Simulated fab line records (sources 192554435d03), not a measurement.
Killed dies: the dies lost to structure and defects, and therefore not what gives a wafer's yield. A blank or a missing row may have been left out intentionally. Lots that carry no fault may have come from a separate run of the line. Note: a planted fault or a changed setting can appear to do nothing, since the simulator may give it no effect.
fab line records	flow n5Finfet
[record] lots = 5	wafers = 15	lastDay = 17
route steps=1938 shown BEOL_M3@969 BEOL_M4@1111 PASSIVATION@1936
lots that met no fault: taken from a fault-free run of the same line
startH: start of the lot's first displayed wafer, in hours after the record's first day	waitH: time in hours since the lot's previous step	" the same as in the row above	L1.1+2: one row covering several wafers at once	- no value present, or no start provided	* or withheld: withheld	< > ~ a bound
route shown NAME@n: names a module that has steps shown in the file, with the first one's number in the route	usual: mean/standard deviation of fault-free wafers	same: alike in all rows	chamber/n: place in a boat	sites: readings site by site	_std_site: their standard deviation	_edge_site: inner sites' mean taken away from outer sites' mean	radiusMm: how far each site lies from the wafer's centre	mask NAME#n: copy n	behind: the tool/chamber that last shaped the wafer	hold: the reason the lot was held/the length of the hold in hours/how it ended	device: which transistor (n, p or np) failed to switch	end of line: the route-end tests of the same wafers	a step without rows: its recipe alone	killed: at the first sort, the dies lost to defects and structure; wafer yield is something else	map: a wafer's dies, marking killed ones x, the rest . and places with no die _
set.NAME: the setting the step ran with; set.NAME@STEP: the setting that earlier step ran with	model.NAME: the simulator's own value behind a step, which no gauge read
lots at selected steps of the route; one table per step, one row per wafer
services: a tool's chamber out of use, with start hour (startH, from the record's first day; less than 0 if before it), hours out, and reason
[[steps]]
[step N5_BEOL_M3_DESCUM_33]
[recipe] chemistry = O2	timeS = 7	sourcePowerW = 50	biasPowerW = 20	pressureMtorr = 20	rfFrequencyHz = 2.712e+07	tempC = 40	resist = CAR-EUV	o2FlowSccm = 225
[step N5_BEOL_M3_ETCH_77]
[recipe] chemistry = N2/H2	target = underlayer	targetDepthA = 65	maskMaterial = CAR-EUV	timeS = 5.2	ionEnergyEv = 200	pressureMtorr = 30	sourceW = 840	biasW = 150	n2FlowSccm = 200	h2FlowSccm = 200	ends = cleared
[step N5_BEOL_M3_ETCH_69]
[recipe] chemistry = CF4	target = SiARC	targetDepthA = 156	maskMaterial = CAR-EUV	timeS = 26	ionEnergyEv = 80	pressureMtorr = 40	sourceW = 545	biasW = 36	Ar_flow_sccm = 100	cf4FlowSccm = 100	ends = cleared
[step N5_BEOL_M3_ALD_98]
[recipe] material = SiO2	targetThkA = 25	tempC = 100	aldPrecursorFamily = BDEAS	aldCoReactant = O2-plasma	pulseTimeS = 1	coReactantPulseTimeS = 1	purgeTimeS = 2	coReactantPurgeTimeS = 2	aldCycles = 17	pressureTorr = 2
[step N5_BEOL_M3_ETCHBACK_99]
[recipe] chemistry = CHF3	target = SiO2	targetDepthA = 50	timeS = 10.4	sourceW = 215	biasW = 47	Ar_flow_sccm = 200	CHF3_flow_sccm = 12	ionEnergyEv = 100	pressureMtorr = 30
[step N5_BEOL_M3_ETCH_70]
[recipe] chemistry = N2/H2	target = SOC	targetDepthA = 800	overetchA = 160	maskMaterial = SiARC	tempC = 40	timeS = 120	ionEnergyEv = 200	pressureMtorr = 30	sourceW = 840	biasW = 150	n2FlowSccm = 200	h2FlowSccm = 200
[step N5_BEOL_M3_STRIP_71]
[recipe] chemistry = N2/H2	tempC = 40	n2FlowSccm = 200	h2FlowSccm = 200	rfFrequencyHz = 6e+07
[step N5_BEOL_M3_STRIP_78]
[recipe] chemistry = N2/H2	tempC = 40	n2FlowSccm = 200	h2FlowSccm = 200	rfFrequencyHz = 6e+07
[step N5_BEOL_M3_VIA_ETCH_34]
[recipe] chemistry = C4F6/O2	targetDepthA = 694	maskMaterial = SOC	pressureMtorr = 15	ionEnergyEv = 250	taperDeg = 4	timeS = 65.9	sourceW = 350	biasW = 170	Ar_flow_sccm = 300	C4F6_flow_sccm = 10	O2_flow_sccm = 10
[step N5_BEOL_M3_STRIP_83]
[recipe] chemistry = C4F6/O2	resist = SiARC	rfFrequencyHz = 6e+07
[step N5_BEOL_M3_STRIP_36]
[recipe] chemistry = N2/H2	powerW = 450	tempC = 40	pressureMtorr = 20	rfFrequencyHz = 6e+07	overashFraction = 0.3	biasPowerW = 7	h2Frac = 0.5	n2FlowSccm = 200	h2FlowSccm = 200
[usual] biasPowerW = 6.999/0.021	chamberPressureMTorr = 20.00/0.032	drypumpMotorCurrentA = 5.8/0.54	h2FlowSccm = 200.1/0.61	oesProductAu = 0.83/0.11	rfVppV = 59.3/1.4	showerheadPlenumPTorr = 2.58/0.079	throttleValvePct = 23.7/0.35
lot.wafer	tool	chamber	startH	waitH	biasPowerW	chamberPressureMTorr	drypumpMotorCurrentA	h2FlowSccm	oesProductAu	rfHoursCounterH	rfVppV	showerheadPlenumPTorr	throttleValvePct	model.SOC_of_BEOL_M3_COAT_67.thkNm	model.SiO2_of_BEOL_M3_ALD_98.thkNm
L741.2	rieDiel-02	0	153.95	0.0	6.991	20.06	5.0	199.8	0.69	243	57.4	2.38	23.7	0	0
L741.3	"	2	"	"	6.992	19.97	6.7	200.2	0.86	60	58.2	2.57	23.9	0	0
L741.5	"	1	"	"	7.003	20.03	6.2	200.5	0.69	-	59.2	2.50	24.2	0	0
L749.1	rieDiel-02	1	214.43	0.0	-	-	-	-	-	-	-	-	-	51.8	2.4
L749.2	"	3	"	"	-	-	-	-	-	-	-	-	-	52.2	2.4
L749.6	"	1	"	"	-	-	-	-	-	-	-	-	-	52	2.4
L750.2	rieDiel-02	2	219.94	0.0	-	-	-	-	-	-	-	-	-	52	2.6
L750.3	"	1	"	"	-	-	-	-	-	-	-	-	-	51.6	2.6
L750.6	"	3	"	"	-	-	-	-	-	-	-	-	-	51.6	2.4
L751.3	rieDiel-04	0	222.42	0.0	-	-	-	-	-	-	-	-	-	51.6	2.4
L751.4	"	2	"	"	-	-	-	-	-	-	-	-	-	51.6	2.4
L751.6	"	3	"	"	-	-	-	-	-	-	-	-	-	51.8	2.6
L759.2	rieDiel-04	0	275.59	0.0	6.942	20.02	5.4	200.8	0.90	19	59.8	2.59	24.1	0	0
L759.3	"	1	"	"	6.997	20.07	5.3	200.4	0.93	9	61.2	2.60	23.6	0	0
L759.5	"	3	"	"	7.013	19.96	5.5	200.0	0.88	-	59.6	2.68	23.0	0	0
[step N5_BEOL_M3_TRENCH_ETCH_37]
[recipe] chemistry = C4F6/O2	targetDepthA = 555.55	target = SiOC	timeS = 29.2	ionEnergyEv = 250	pressureMtorr = 30	sourceW = 355	biasW = 185	Ar_flow_sccm = 300	C4F6_flow_sccm = 10	O2_flow_sccm = 10
[step N5_BEOL_M3_ETCH_41]
[recipe] chemistry = CH3F/O2	target = SiCN	targetDepthA = 299	taperDeg = 2	timeS = 52.5	ionEnergyEv = 120	maskMaterial = TiN	pressureMtorr = 30	sourceW = 395	biasW = 75	Ar_flow_sccm = 150	CH3F_flow_sccm = 30	O2_flow_sccm = 20
[usual] drypumpMotorCurrentA = 5.8/0.54	oesProductAu = 0.82/0.1	rfVppV = 297.9/1.5	showerheadPlenumPTorr = 2.03/0.064	throttleValvePct = 16.27/0.25
lot.wafer	tool	chamber	startH	waitH	drypumpMotorCurrentA	oesProductAu	rfHoursCounterH	rfVppV	showerheadPlenumPTorr	throttleValvePct	model.SOC_of_BEOL_M3_COAT_67.thkNm
L741.2	rieDiel-02	0	-	-	5.0	0.70	243	294.1	1.87	16.37	0
L741.3	"	2	"	"	6.7	0.84	60	298.2	2.03	16.53	0
L741.5	"	1	"	"	6.2	0.69	-	297.3	1.98	16.68	0
L749.1	rieDiel-02	1	214.50	0.0	6.2	0.91	9	295.5	1.97	16.21	35.6
L749.2	"	3	"	"	6.5	0.76	165	297.2	1.99	16.44	35.6
L749.6	"	1	"	"	6.2	0.91	-	296.0	1.97	16.22	35.6
L750.2	rieDiel-02	2	220.01	0.0	6.7	0.81	85	297.1	2.02	16.58	36
L750.3	"	1	"	"	6.2	0.91	11	295.8	1.97	16.22	35
L750.6	"	3	"	"	6.5	0.76	-	297.2	1.99	16.44	35
L751.3	rieDiel-04	0	222.49	0.0	5.4	0.97	1	296.5	2.04	16.34	35.2
L751.4	"	2	"	"	5.7	0.68	-	298.2	2.06	16.45	35.2
L751.6	"	3	"	"	5.4	0.90	-	299.1	2.13	15.89	35.4
L759.2	rieDiel-04	0	-	-	5.4	0.91	19	297.2	2.04	16.38	0
L759.3	"	1	"	"	5.3	0.94	9	298.3	2.05	15.91	0
L759.5	"	3	"	"	5.5	0.88	-	299.8	2.13	15.92	0
[step N5_BEOL_M3_STRIP_97]
[recipe] chemistry = N2/H2	timeS = 10	powerW = 450	tempC = 40	pressureMtorr = 20	rfFrequencyHz = 6e+07	biasPowerW = 7	n2FlowSccm = 200	h2FlowSccm = 200
[step N5_BEOL_M4_RC_MEAS_101]
[usual] DIBL_N = 36.0/1.7	DIBL_P = 36.0/2	IOFF_N = 0.156/0.028	IOFF_P = 0.21/0.04	ION_N = 673/12	ION_P = 463/8.3	SS_N = 71.4/0.6	SS_P = 73.3/0.66	VT_N = 250/3	VT_P = -250/3.8
lot.wafer	tool	chamber	startH	waitH	DIBL_N[mV/V]	DIBL_P[mV/V]	IOFF_N[nA/um]	IOFF_P[nA/um]	ION_N[uA/um]	ION_P[uA/um]	SS_N[mV/dec]	SS_P[mV/dec]	VT_N[mV]	VT_P[mV]
L741.2	prober-02	0	169.46	0.2	32.8	32.6	0.114	0.14	664	451	71.0	71.6	255	-259
L741.3	"	0	"	"	34.9	35.6	0.151	0.18	692	466	71.0	73.7	250	-253
L741.5	"	0	"	"	33.6	35.5	0.134	0.17	675	458	70.9	73.3	252	-254
L759.2	prober-01	0	300.94	0.2	33.8	32.6	0.125	0.16	667	461	70.6	73.0	252	-252
L759.3	"	0	"	"	35.0	33.8	0.134	0.17	661	449	71.3	74.0	253	-253
L759.5	"	0	"	"	33.8	31.9	0.133	0.15	670	455	70.6	72.8	251	-254
[step N5_PASSIVATION_PROBE_49]
[usual] defectLimitedYield = 91.6/1.6	killed_at_M0_to_M3 = 31/10	killed_at_M4_up = 14/6.3	killedAtContacts = 12/6.1	killedAtFrontEnd = 39/12	killedAtOther = 3.7/2.8	killedDies = 100/19	killedOnRim = 13/4.2	killedOpen = 66/14	killedShort = 33/8.1	sort_bin_5_function = 5.0/1.1	sort_bin_6_memory = 3.2/0.66	sortNPass = 1080/18	sortYieldPct = 91.6/1.6
[same] grossDies = 1180	killedAtBackSide = 0	sort_bin_4_leakage[%] = 0	sort_bin_8_speed[%] = 0
lot.wafer	tool	chamber	startH	waitH	defectLimitedYield[%]	killed_at_M0_to_M3	killed_at_M4_up	killedAtContacts	killedAtFrontEnd	killedAtOther	killedDies	killedOnRim	killedOpen	killedShort	sort_bin_5_function[%]	sort_bin_6_memory[%]	sortNPass	sortYieldPct[%]
L749.1	prober-01	-	331.02	0.0	0	1122	14	6	38	0	1180	152	77	30	96.1	3.8	0	0
L749.2	prober-01	-	331.07	0.1	0	1123	13	8	35	1	1180	152	58	26	96.5	3.2	0	0
L749.6	prober-01	-	331.27	0.3	0	1123	16	4	36	1	1180	152	64	21	96.9	3.1	0	0
L751.3	prober-02	-	339.11	0.1	0	1111	12	11	41	5	1180	152	64	41	97.0	2.6	0	0
L751.4	prober-02	-	339.16	0.2	0	1116	8	12	40	4	1180	152	53	44	95.8	3.6	0	0
L751.6	prober-02	-	339.26	0.3	0	1114	18	3	42	3	1180	152	57	36	95.8	3.8	0	0
L750.2	prober-01	-	339.29	0.1	0	1120	16	14	20	10	1180	152	62	31	96.3	3.6	0	0
L750.3	prober-01	-	339.34	0.1	0	1108	19	8	33	12	1180	152	67	36	96.4	3.3	0	0
L750.6	prober-01	-	339.49	0.3	0	1110	20	9	38	3	1180	152	53	35	96.4	3.3	0	0
// killed by level:class
L749.1 BEOL_M3:areaEtch=1073 BEOL_M0_SAQP:geometricParticle:open=19 STI_FIN_REVEAL:geometricParticle:open=17 BEOL_M0_SAQP:geometricParticle:short=12 MOL_CONTACT_COAG:geometricParticle:open=5 BEOL_M1:geometricParticle:open=5 BEOL_M3:geometricParticle:open=5 BEOL_M4:geometricParticle:open=5
L749.2 BEOL_M3:areaEtch=1092 FIN_SAQP:geometricParticle:open=9 BEOL_M4:geometricParticle:open=9 MOL_CONTACT_COAG:geometricParticle:open=7 BEOL_M0_SAQP:geometricParticle:open=7 BEOL_M0_SAQP:geometricParticle:short=7 BEOL_M3:geometricParticle:open=6 FIN_SAQP:geometricParticle:short=5
L749.6 BEOL_M3:areaEtch=1094 BEOL_M3:geometricParticle:open=13 FIN_SAQP:geometricParticle:open=12 BEOL_M0_SAQP:geometricParticle:open=7 BEOL_M0_SAQP:geometricParticle:short=5 FIN_SAQP:geometricParticle:short=4 MOL_CONTACT_COAG:geometricParticle:open=4 STARTING-WAFER:geometricParticle:short=4
L751.3 BEOL_M3:areaEtch=1075 GATE_CUT:geometricParticle:short=10 FIN_SAQP:geometricParticle:short=9 BEOL_M0_SAQP:geometricParticle:short=8 MOL_CONTACT_COAG:geometricParticle:open=8 BEOL_M2:geometricParticle:open=7 BEOL_M1:geometricParticle:open=6 BEOL_M3:geometricParticle:open=5
L751.4 BEOL_M3:areaEtch=1083 MOL_CONTACT_COAG:geometricParticle:open=10 GATE_CUT:geometricParticle:short=9 BEOL_M0_SAQP:geometricParticle:short=8 FIN_SAQP:geometricParticle:short=7 FIN_SAQP:geometricParticle:open=5 BEOL_M0:geometricParticle:short=5 BEOL_M2:geometricParticle:open=5
L751.6 BEOL_M3:areaEtch=1087 GATE_CUT:geometricParticle:short=11 BEOL_M2:geometricParticle:open=10 FIN_SAQP:geometricParticle:short=8 BEOL_M4:geometricParticle:open=7 GATE_CUT:geometricParticle:open=6 BEOL_M0_SAQP:geometricParticle:open=5 DUMMY_GATE:geometricParticle:open=4
L750.2 BEOL_M3:areaEtch=1086 BEOL_M2:geometricParticle:open=17 MOL_CONTACT_COAG:geometricParticle:open=11 BEOL_M4:geometricParticle:open=7 GATE_CUT:geometricParticle:short=5 FIN_SAQP:geometricParticle:short=3 MOL_CONTACT_COAG:geometricParticle:short=3 BEOL_M0_SAQP:geometricParticle:open=3
L750.3 BEOL_M3:areaEtch=1076 BEOL_M2:geometricParticle:open=10 BEOL_M4:geometricParticle:open=9 FIN_SAQP:geometricParticle:short=7 FIN_SAQP:geometricParticle:open=7 MOL_CONTACT_COAG:geometricParticle:open=7 DUMMY_GATE:geometricParticle:open=5 BEOL_M1:geometricParticle:open=5
L750.6 BEOL_M3:areaEtch=1092 BEOL_M4:geometricParticle:open=10 FIN_SAQP:geometricParticle:short=9 FIN_SAQP:geometricParticle:open=7 STI_FIN_REVEAL:geometricParticle:open=6 MOL_CONTACT_COAG:geometricParticle:open=5 BEOL_M2:geometricParticle:open=5 GATE_CUT:geometricParticle:short=4
// map L749.1 (x killed, . not)
_________________xxxxxxxxxxxx________________
______________xxxxxxxxxxxxxxxxxx_____________
___________xxxxxxxxxxxxxxxxxxxxxxxx__________
__________xxxxxxxxxxxxxxxxxxxxxxxxxx_________
________xxxxxxxxxxxxxxxxxxxxxxxxxxxxxx_______
_______xxxxxxxxxxxxxxxxxxxxxxxxxxxxxxxx______
______xxxxxxxxxxxxxxxxxxxxxxxxxxxxxxxxxx_____
_____xxxxxxxxxxxxxxxxxxxxxxxxxxxxxxxxxxxx____
____xxxxxxxxxxxxxxxxxxxxxxxxxxxxxxxxxxxxxx___
___xxxxxxxxxxxxxxxxxxxxxxxxxxxxxxxxxxxxxxxx__
___xxxxxxxxxxxxxxxxxxxxxxxxxxxxxxxxxxxxxxxx__
__xxxxxxxxxxxxxxxxxxxxxxxxxxxxxxxxxxxxxxxxxx_
__xxxxxxxxxxxxxxxxxxxxxxxxxxxxxxxxxxxxxxxxxx_
_xxxxxxxxxxxxxxxxxxxxxxxxxxxxxxxxxxxxxxxxxxxx
_xxxxxxxxxxxxxxxxxxxxxxxxxxxxxxxxxxxxxxxxxxxx
_xxxxxxxxxxxxxxxxxxxxxxxxxxxxxxxxxxxxxxxxxxxx
_xxxxxxxxxxxxxxxxxxxxxxxxxxxxxxxxxxxxxxxxxxxx
_xxxxxxxxxxxxxxxxxxxxxxxxxxxxxxxxxxxxxxxxxxxx
_xxxxxxxxxxxxxxxxxxxxxxxxxxxxxxxxxxxxxxxxxxxx
_xxxxxxxxxxxxxxxxxxxxxxxxxxxxxxxxxxxxxxxxxxxx
_xxxxxxxxxxxxxxxxxxxxxxxxxxxxxxxxxxxxxxxxxxxx
__xxxxxxxxxxxxxxxxxxxxxxxxxxxxxxxxxxxxxxxxxx_
__xxxxxxxxxxxxxxxxxxxxxxxxxxxxxxxxxxxxxxxxxx_
___xxxxxxxxxxxxxxxxxxxxxxxxxxxxxxxxxxxxxxxx__
___xxxxxxxxxxxxxxxxxxxxxxxxxxxxxxxxxxxxxxxx__
____xxxxxxxxxxxxxxxxxxxxxxxxxxxxxxxxxxxxxx___
_____xxxxxxxxxxxxxxxxxxxxxxxxxxxxxxxxxxxx____
______xxxxxxxxxxxxxxxxxxxxxxxxxxxxxxxxxx_____
_______xxxxxxxxxxxxxxxxxxxxxxxxxxxxxxxx______
________xxxxxxxxxxxxxxxxxxxxxxxxxxxxxx_______
__________xxxxxxxxxxxxxxxxxxxxxxxxxx_________
___________xxxxxxxxxxxxxxxxxxxxxxxx__________
______________xxxxxxxxxxxxxxxxxx_____________
_________________xxxxxxxxxxxx________________
// map L750.2 (x killed, . not)
_________________xxxxxxxxxxxx________________
______________xxxxxxxxxxxxxxxxxx_____________
___________xxxxxxxxxxxxxxxxxxxxxxxx__________
__________xxxxxxxxxxxxxxxxxxxxxxxxxx_________
________xxxxxxxxxxxxxxxxxxxxxxxxxxxxxx_______
_______xxxxxxxxxxxxxxxxxxxxxxxxxxxxxxxx______
______xxxxxxxxxxxxxxxxxxxxxxxxxxxxxxxxxx_____
_____xxxxxxxxxxxxxxxxxxxxxxxxxxxxxxxxxxxx____
____xxxxxxxxxxxxxxxxxxxxxxxxxxxxxxxxxxxxxx___
___xxxxxxxxxxxxxxxxxxxxxxxxxxxxxxxxxxxxxxxx__
___xxxxxxxxxxxxxxxxxxxxxxxxxxxxxxxxxxxxxxxx__
__xxxxxxxxxxxxxxxxxxxxxxxxxxxxxxxxxxxxxxxxxx_
__xxxxxxxxxxxxxxxxxxxxxxxxxxxxxxxxxxxxxxxxxx_
_xxxxxxxxxxxxxxxxxxxxxxxxxxxxxxxxxxxxxxxxxxxx
_xxxxxxxxxxxxxxxxxxxxxxxxxxxxxxxxxxxxxxxxxxxx
_xxxxxxxxxxxxxxxxxxxxxxxxxxxxxxxxxxxxxxxxxxxx
_xxxxxxxxxxxxxxxxxxxxxxxxxxxxxxxxxxxxxxxxxxxx
_xxxxxxxxxxxxxxxxxxxxxxxxxxxxxxxxxxxxxxxxxxxx
_xxxxxxxxxxxxxxxxxxxxxxxxxxxxxxxxxxxxxxxxxxxx
_xxxxxxxxxxxxxxxxxxxxxxxxxxxxxxxxxxxxxxxxxxxx
_xxxxxxxxxxxxxxxxxxxxxxxxxxxxxxxxxxxxxxxxxxxx
__xxxxxxxxxxxxxxxxxxxxxxxxxxxxxxxxxxxxxxxxxx_
__xxxxxxxxxxxxxxxxxxxxxxxxxxxxxxxxxxxxxxxxxx_
___xxxxxxxxxxxxxxxxxxxxxxxxxxxxxxxxxxxxxxxx__
___xxxxxxxxxxxxxxxxxxxxxxxxxxxxxxxxxxxxxxxx__
____xxxxxxxxxxxxxxxxxxxxxxxxxxxxxxxxxxxxxx___
_____xxxxxxxxxxxxxxxxxxxxxxxxxxxxxxxxxxxx____
______xxxxxxxxxxxxxxxxxxxxxxxxxxxxxxxxxx_____
_______xxxxxxxxxxxxxxxxxxxxxxxxxxxxxxxx______
________xxxxxxxxxxxxxxxxxxxxxxxxxxxxxx_______
__________xxxxxxxxxxxxxxxxxxxxxxxxxx_________
___________xxxxxxxxxxxxxxxxxxxxxxxx__________
______________xxxxxxxxxxxxxxxxxx_____________
_________________xxxxxxxxxxxx________________
[[services]]
tool	chamber	startH	hours	kind
rieDiel-04	3	136.00	-	clean
rieDiel-04	3	136.00	-	consumableReplace:focusRing
rieDiel-04	3	136.00	-	consumableReplace:showerhead
rieDiel-04	3	136.00	14.5	scheduledDown
rieDiel-04	3	136.00	14.5	ventCycle
rieDiel-04	1	142.41	4.1	repair
rieDiel-02	1	158.69	-	clean
rieDiel-02	1	158.69	-	consumableReplace:focusRing
rieDiel-02	1	158.69	32.3	scheduledDown
rieDiel-02	1	158.69	32.3	ventCycle
rieDiel-04	0	184.42	-	clean
rieDiel-04	0	184.42	-	consumableReplace:esc
rieDiel-04	0	184.42	-	consumableReplace:focusRing
rieDiel-04	0	184.42	36.4	scheduledDown
rieDiel-04	0	184.42	36.4	ventCycle
rieDiel-02	0	191.04	-	clean
rieDiel-02	0	191.04	-	consumableReplace:focusRing
rieDiel-02	0	191.04	-	consumableReplace:showerhead
rieDiel-02	0	191.04	13.5	scheduledDown
rieDiel-02	0	191.04	13.5	ventCycle
rieDiel-04	1	220.95	-	clean
rieDiel-04	1	220.95	-	consumableReplace:focusRing
rieDiel-04	1	220.95	21.6	scheduledDown
rieDiel-04	1	220.95	21.6	ventCycle
[[key]]
[firstSign] step = N5_BEOL_M3_STRIP_36	reading = toolRecord	direction = missing
[effect] step = N5_PASSIVATION_PROBE_49	reading = killed_at_M0_to_M3	direction = up	sigmas = 99+	usual = 31	struck = 1116
[modelEffect] step = N5_BEOL_M3_STRIP_36	value = SOC_of_BEOL_M3_COAT_67.thkNm	without = 0	struck = 51.8
[modelEffect] step = N5_BEOL_M3_ETCH_41	value = SOC_of_BEOL_M3_COAT_67.thkNm	without = 0	struck = 35.4
[moreKillsBornAt] N5_BEOL_M3_ETCH_41@rieDiel-02 = 6513	N5_BEOL_M3_ETCH_41@rieDiel-04 = 3245
metAt N5_BEOL_M3_STRIP_36
struckWafers L749.1,L749.2,L749.6,L750.2,L750.3,L750.6,L751.3,L751.4,L751.6
laterRowsLeftOut L749.1,L749.2,L749.6,L750.2,L750.3,L750.6,L751.3,L751.4,L751.6
onsetBetween 153.95 214.43
[fault] kind = skippedStepWhole	tool = rieDiel-02,rieDiel-04	chamber = -	onsetH = 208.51	steps = N5_BEOL_M3_STRIP_36	scope = struckLotsOnly
// laterRowsLeftOut: the simulator's readings of these wafers behind a module that went badly wrong aren't trusted and aren't shown, but for the sort
